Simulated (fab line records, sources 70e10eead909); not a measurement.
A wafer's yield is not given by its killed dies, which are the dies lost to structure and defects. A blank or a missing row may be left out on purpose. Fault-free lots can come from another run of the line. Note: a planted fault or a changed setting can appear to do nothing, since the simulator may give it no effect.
Shared-tool check :: flow nand harc :: 14 lots, 48 wafers sampled

== WHAT PROMPTED THE OPENING ==
Flagged at NHARC_A_SOURCE_PLATE_INSPECT_08: reading raw defect count, on 2 of 14 lots. Fault-free wafers read 53, with a standard deviation of 21.
Rule: a lot is flagged in two cases, either no wafer of it has a number, or all its wafers with numbers fall more than 4 standard deviations from that mean. The other lots count as sound.

lot: L241
measured: day 7 21:02
on: defect inspect-02
raw defect count, wafer by wafer: 70 49 70
flag: 

lot: L240
measured: day 7 21:02
on: defect inspect-01
raw defect count, wafer by wafer: 29 50 17
flag: 

lot: L244
measured: day 9 08:33
on: defect inspect-01
raw defect count, wafer by wafer: 948 913 916 936 914 920
flag: FLAGGED

lot: L243
measured: day 9 08:33
on: defect inspect-02
raw defect count, wafer by wafer: 1004 929 954 983 926 960
flag: FLAGGED

lot: L247
measured: day 10 13:02
on: defect inspect-01
raw defect count, wafer by wafer: 53 78 60
flag: 

lot: L252
measured: day 12 22:18
on: defect inspect-02
raw defect count, wafer by wafer: 55 92 91
flag: 

lot: L254
measured: day 13 21:13
on: defect inspect-02
raw defect count, wafer by wafer: 70 60 57
flag: 

lot: L255
measured: day 13 21:13
on: defect inspect-01
raw defect count, wafer by wafer: 25 36 64
flag: 

lot: L256
measured: day 14 10:36
on: defect inspect-02
raw defect count, wafer by wafer: 54 70 35
flag: 

lot: L257
measured: day 14 13:50
on: defect inspect-02
raw defect count, wafer by wafer: 43 109 73
flag: 

lot: L259
measured: day 15 21:40
on: defect inspect-01
raw defect count, wafer by wafer: 47 30 40
flag: 

lot: L261
measured: day 16 07:54
on: defect inspect-01
raw defect count, wafer by wafer: 55 36 32
flag: 

lot: L262
measured: day 17 02:59
on: defect inspect-02
raw defect count, wafer by wafer: 80 54 79
flag: 

lot: L263
measured: day 17 02:59
on: defect inspect-02
raw defect count, wafer by wafer: 41 63 75
flag: 
The numbers of the flagged lots are 942 on average: +889 against the usual, or +42 standard deviations.

== LOT BY LOT: THE TOOL USED ==
The record holds 2 process steps before the reading, out of a route of 1302 steps. Read each cell as the tool, then ch plus the chambers that the sampled wafers visited, then the start.
lot: L241
flag: 
NHARC_P_BONDPAD_DEGAS_25: pvd sputter-01, day 6 19:58
NHARC_A_SOURCE_PLATE_CVD_03: lpcvd poly-03 ch 0, day 7 10:58

lot: L240
flag: 
NHARC_P_BONDPAD_DEGAS_25: pvd sputter-03, day 6 20:31
NHARC_A_SOURCE_PLATE_CVD_03: lpcvd poly-03 ch 0, day 7 10:58

lot: L244
flag: FLAGGED
NHARC_P_BONDPAD_DEGAS_25: pvd sputter-02, day 8 07:32
NHARC_A_SOURCE_PLATE_CVD_03: lpcvd poly-03 ch 0, day 8 21:59

lot: L243
flag: FLAGGED
NHARC_P_BONDPAD_DEGAS_25: pvd sputter-02, day 8 06:02
NHARC_A_SOURCE_PLATE_CVD_03: lpcvd poly-03 ch 0, day 8 21:59

lot: L247
flag: 
NHARC_P_BONDPAD_DEGAS_25: pvd sputter-01, day 9 13:07
NHARC_A_SOURCE_PLATE_CVD_03: lpcvd poly-01 ch 0, day 10 02:35

lot: L252
flag: 
NHARC_P_BONDPAD_DEGAS_25: pvd sputter-01, day 11 20:10
NHARC_A_SOURCE_PLATE_CVD_03: lpcvd poly-03 ch 0, day 12 10:18

lot: L254
flag: 
NHARC_P_BONDPAD_DEGAS_25: pvd sputter-03, day 12 21:00
NHARC_A_SOURCE_PLATE_CVD_03: lpcvd poly-03 ch 0, day 13 10:03

lot: L255
flag: 
NHARC_P_BONDPAD_DEGAS_25: pvd sputter-01, day 12 20:23
NHARC_A_SOURCE_PLATE_CVD_03: lpcvd poly-03 ch 0, day 13 10:03

lot: L256
flag: 
NHARC_P_BONDPAD_DEGAS_25: pvd sputter-03, day 13 08:05
NHARC_A_SOURCE_PLATE_CVD_03: lpcvd poly-02 ch 0, day 13 23:39

lot: L257
flag: 
NHARC_P_BONDPAD_DEGAS_25: pvd sputter-02, day 13 13:01
NHARC_A_SOURCE_PLATE_CVD_03: lpcvd poly-03 ch 0, day 14 03:19

lot: L259
flag: 
NHARC_P_BONDPAD_DEGAS_25: pvd sputter-02, day 14 18:32
NHARC_A_SOURCE_PLATE_CVD_03: lpcvd poly-02 ch 0, day 15 08:51

lot: L261
flag: 
NHARC_P_BONDPAD_DEGAS_25: pvd sputter-03, day 15 05:31
NHARC_A_SOURCE_PLATE_CVD_03: lpcvd poly-02 ch 0, day 15 21:22

lot: L262
flag: 
NHARC_P_BONDPAD_DEGAS_25: pvd sputter-03, day 16 02:23
NHARC_A_SOURCE_PLATE_CVD_03: lpcvd poly-03 ch 0, day 16 16:25

lot: L263
flag: 
NHARC_P_BONDPAD_DEGAS_25: pvd sputter-03, day 16 03:19
NHARC_A_SOURCE_PLATE_CVD_03: lpcvd poly-03 ch 0, day 16 16:25
What the steps here do:
- NHARC_P_BONDPAD_DEGAS_25: time 60 s.
- NHARC_A_SOURCE_PLATE_CVD_03: deposits poly-Si, target thk 200 nm, time 4000 s.
- NHARC_A_SOURCE_PLATE_INSPECT_08

== FLAGGED AGAINST TOTAL, ONE TOOL AT A TIME (gauges that did the reading follow at the end) ==
step: NHARC_P_BONDPAD_DEGAS_25
tool: pvd sputter-01
lots run: 4
flagged: 0
share of the flagged lots: none
sound lots run after its first flagged lot: -

step: NHARC_P_BONDPAD_DEGAS_25
tool: pvd sputter-02
lots run: 4
flagged: 2
share of the flagged lots: all
sound lots run after its first flagged lot: 2 (L257,L259)

step: NHARC_P_BONDPAD_DEGAS_25
tool: pvd sputter-03
lots run: 6
flagged: 0
share of the flagged lots: none
sound lots run after its first flagged lot: -

step: NHARC_A_SOURCE_PLATE_CVD_03
tool: lpcvd poly-01
lots run: 1
flagged: 0
share of the flagged lots: none
sound lots run after its first flagged lot: -

step: NHARC_A_SOURCE_PLATE_CVD_03
tool: lpcvd poly-02
lots run: 3
flagged: 0
share of the flagged lots: none
sound lots run after its first flagged lot: -

step: NHARC_A_SOURCE_PLATE_CVD_03
tool: lpcvd poly-03
lots run: 10
flagged: 2
share of the flagged lots: all
sound lots run after its first flagged lot: 6 (L252,L254,L255,L257,L262,L263)

step: NHARC_A_SOURCE_PLATE_INSPECT_08
tool: defect inspect-01
lots run: 6
flagged: 1
share of the flagged lots: some
sound lots run after its first flagged lot: 4 (L247,L255,L259,L261)

step: NHARC_A_SOURCE_PLATE_INSPECT_08
tool: defect inspect-02
lots run: 8
flagged: 1
share of the flagged lots: some
sound lots run after its first flagged lot: 6 (L252,L254,L256,L257,L262,L263)

== WHAT THE TABLE PERMITS ==
Rows of the table that ran all the flagged lots, 2 in number: pvd sputter-02 at NHARC_P_BONDPAD_DEGAS_25; lpcvd poly-03 at NHARC_A_SOURCE_PLATE_CVD_03.
- pvd sputter-02 at NHARC_P_BONDPAD_DEGAS_25 ran 4 lots, 2 of them flagged. Sound lots followed the first flagged one (L257, L259) on it, something a lasting fault affecting the whole tool could not allow.
- lpcvd poly-03 at NHARC_A_SOURCE_PLATE_CVD_03 ran 10 lots, 2 of them flagged. Sound lots followed the first flagged one (L252, L254, L255, L257, L262, L263) on it, something a lasting fault affecting the whole tool could not allow.
None of the table's rows ran every flagged lot and, after the first, no sound lot.

== WHAT HAD BEEN PUT IN BY THE SIMULATOR ==
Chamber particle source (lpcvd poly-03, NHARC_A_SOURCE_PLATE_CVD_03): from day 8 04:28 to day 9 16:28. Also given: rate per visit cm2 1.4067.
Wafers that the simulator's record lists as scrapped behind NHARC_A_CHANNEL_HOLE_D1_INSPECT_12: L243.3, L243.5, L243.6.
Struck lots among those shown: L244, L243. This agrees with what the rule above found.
